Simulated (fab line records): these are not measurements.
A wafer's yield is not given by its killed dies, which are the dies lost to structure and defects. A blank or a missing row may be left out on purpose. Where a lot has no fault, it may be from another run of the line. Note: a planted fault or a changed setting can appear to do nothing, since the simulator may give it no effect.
Split-lot trial / flow n5 finfet / 7 lots, 21 wafers read, on a route of 1938 steps

THE SPLIT ITSELF
At N5_BEOL_M0_SAQP_PECVD_00 (deposits SiCN from 3MS/NH3, target thk 8 nm, time 14 s), the setting time s was moved away from the recipe's 14 s on 7 of the 21 wafers read, by -8.2% to +11.5%. This setting was run at the recipe's value on the other wafers.

The reading is taken at the split's own step.

THE READING
SiCN_of_BEOL_M0_SAQP_PECVD_00.thk nm (the simulator's own value, which no gauge read), in nm, at N5_BEOL_M0_SAQP_PECVD_00 (deposits SiCN from 3MS/NH3, target thk 8 nm, time 14 s). There is no usual value for it anywhere in the file. Here, 14 wafers ran the recipe; their average is 8.1 nm with a standard deviation of 0.18 nm.

wafer=L078.2; tool, chamber at the split=pecvd-04, 2; time s as run, s=14; against the recipe=recipe; SiCN_of_BEOL_M0_SAQP_PECVD_00.thk nm, nm=7.8; against lot-mates on the recipe=-
wafer=L078.3; tool, chamber at the split=pecvd-04, 0; time s as run, s=14; against the recipe=recipe; SiCN_of_BEOL_M0_SAQP_PECVD_00.thk nm, nm=8; against lot-mates on the recipe=-
wafer=L078.4; tool, chamber at the split=pecvd-04, 1; time s as run, s=12.85; against the recipe=-8.2%; SiCN_of_BEOL_M0_SAQP_PECVD_00.thk nm, nm=7.4; against lot-mates on the recipe=-0.5
wafer=L082.1; tool, chamber at the split=pecvd-03, 0; time s as run, s=14; against the recipe=recipe; SiCN_of_BEOL_M0_SAQP_PECVD_00.thk nm, nm=8; against lot-mates on the recipe=-
wafer=L082.4; tool, chamber at the split=pecvd-03, 2,0; time s as run, s=14; against the recipe=recipe; SiCN_of_BEOL_M0_SAQP_PECVD_00.thk nm, nm=8.2; against lot-mates on the recipe=-
wafer=L082.5; tool, chamber at the split=pecvd-03, 2,0; time s as run, s=14; against the recipe=recipe; SiCN_of_BEOL_M0_SAQP_PECVD_00.thk nm, nm=8.2; against lot-mates on the recipe=-
wafer=L086.1; tool, chamber at the split=pecvd-01, 2; time s as run, s=14; against the recipe=recipe; SiCN_of_BEOL_M0_SAQP_PECVD_00.thk nm, nm=8; against lot-mates on the recipe=-
wafer=L086.3; tool, chamber at the split=pecvd-01, 1; time s as run, s=14; against the recipe=recipe; SiCN_of_BEOL_M0_SAQP_PECVD_00.thk nm, nm=7.8; against lot-mates on the recipe=-
wafer=L086.4; tool, chamber at the split=pecvd-01, 1; time s as run, s=14.59; against the recipe=+4.2%; SiCN_of_BEOL_M0_SAQP_PECVD_00.thk nm, nm=8.4; against lot-mates on the recipe=+0.5
wafer=L085.3; tool, chamber at the split=pecvd-04, 1; time s as run, s=14; against the recipe=recipe; SiCN_of_BEOL_M0_SAQP_PECVD_00.thk nm, nm=8; against lot-mates on the recipe=-
wafer=L085.5; tool, chamber at the split=pecvd-04, 0; time s as run, s=14; against the recipe=recipe; SiCN_of_BEOL_M0_SAQP_PECVD_00.thk nm, nm=8.2; against lot-mates on the recipe=-
wafer=L085.6; tool, chamber at the split=pecvd-04, 1; time s as run, s=12.87; against the recipe=-8.1%; SiCN_of_BEOL_M0_SAQP_PECVD_00.thk nm, nm=7.4; against lot-mates on the recipe=-0.7
wafer=L094.2; tool, chamber at the split=pecvd-01, 2; time s as run, s=14.59; against the recipe=+4.2%; SiCN_of_BEOL_M0_SAQP_PECVD_00.thk nm, nm=8.6; against lot-mates on the recipe=+0.3
wafer=L094.4; tool, chamber at the split=pecvd-01, 0; time s as run, s=14; against the recipe=recipe; SiCN_of_BEOL_M0_SAQP_PECVD_00.thk nm, nm=8.2; against lot-mates on the recipe=-
wafer=L094.5; tool, chamber at the split=pecvd-01, 2; time s as run, s=14; against the recipe=recipe; SiCN_of_BEOL_M0_SAQP_PECVD_00.thk nm, nm=8.4; against lot-mates on the recipe=-
wafer=L095.1; tool, chamber at the split=pecvd-04, 0; time s as run, s=15.61; against the recipe=+11.5%; SiCN_of_BEOL_M0_SAQP_PECVD_00.thk nm, nm=9; against lot-mates on the recipe=+1.0
wafer=L095.3; tool, chamber at the split=pecvd-04, 2; time s as run, s=14; against the recipe=recipe; SiCN_of_BEOL_M0_SAQP_PECVD_00.thk nm, nm=7.8; against lot-mates on the recipe=-
wafer=L095.6; tool, chamber at the split=pecvd-04, 2; time s as run, s=14; against the recipe=recipe; SiCN_of_BEOL_M0_SAQP_PECVD_00.thk nm, nm=8.2; against lot-mates on the recipe=-
wafer=L096.3; tool, chamber at the split=pecvd-03, 1; time s as run, s=14; against the recipe=recipe; SiCN_of_BEOL_M0_SAQP_PECVD_00.thk nm, nm=8; against lot-mates on the recipe=-
wafer=L096.5; tool, chamber at the split=pecvd-03, 1; time s as run, s=15.5; against the recipe=+10.7%; SiCN_of_BEOL_M0_SAQP_PECVD_00.thk nm, nm=9; against lot-mates on the recipe=+1.0
wafer=L096.6; tool, chamber at the split=pecvd-03, 0; time s as run, s=15.5; against the recipe=+10.7%; SiCN_of_BEOL_M0_SAQP_PECVD_00.thk nm, nm=8.8; against lot-mates on the recipe=+0.8
Where a row lists several chambers, the file gives one row for several wafers and doesn't say which wafer went through which chamber.

THE FIT
A straight line over all 21 wafers: SiCN_of_BEOL_M0_SAQP_PECVD_00.thk nm changes by +0.0814 nm for each +1% of time s; r = +0.93; the points scatter about the line by 0.16 nm.
The same after taking each lot's own level away (the mean of its wafers on the recipe; 21 wafers): +0.0821 nm for each +1%; r = +0.96; scatter 0.12 nm.
That fit puts the effect of the largest move of time s on the reading at 0.94 nm.
The span of the lots' own levels, 7.90 to 8.30 nm, comes to 2.3 times the standard deviation stated above.
The two slopes agree, so the slope changes little with the lot-to-lot level.
Check: with one of the wafers moved furthest among these (+11.5%) left out of the fit, the line predicts +0.946 nm for it against its lot-mates. It came out at +1 nm against them.

OTHER SPLITS APPLIED TO THESE WAFERS
These wafers also went through other splits before the reading. Each is held against what the fit with the lots' levels taken away leaves over:
other split on the same wafers=N5_HKMG_FIN_ETCH_58 source w; wafers away from the commonest value=3; r with SiCN_of_BEOL_M0_SAQP_PECVD_00.thk nm (lot level and that fit taken away)=+0.17
other split on the same wafers=N5_GATE_CUT_ETCH_58 bias w; wafers away from the commonest value=5; r with SiCN_of_BEOL_M0_SAQP_PECVD_00.thk nm (lot level and that fit taken away)=+0.26
other split on the same wafers=N5_GATE_CUT_ALD_22 ald cycles; wafers away from the commonest value=3; r with SiCN_of_BEOL_M0_SAQP_PECVD_00.thk nm (lot level and that fit taken away)=-0.07
other split on the same wafers=N5_MOL_CONTACT_COAG_ETCH_105 bias w; wafers away from the commonest value=6; r with SiCN_of_BEOL_M0_SAQP_PECVD_00.thk nm (lot level and that fit taken away)=+0.18
other split on the same wafers=N5_MOL_CONTACT_COAG_CONTACT_ETCH_14 source w; wafers away from the commonest value=5; r with SiCN_of_BEOL_M0_SAQP_PECVD_00.thk nm (lot level and that fit taken away)=-0.03

FILE'S OWN FIT
SiCN_of_BEOL_M0_SAQP_PECVD_00.thk nm changes by +0.0825 nm for each +1% of time s, r = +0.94.
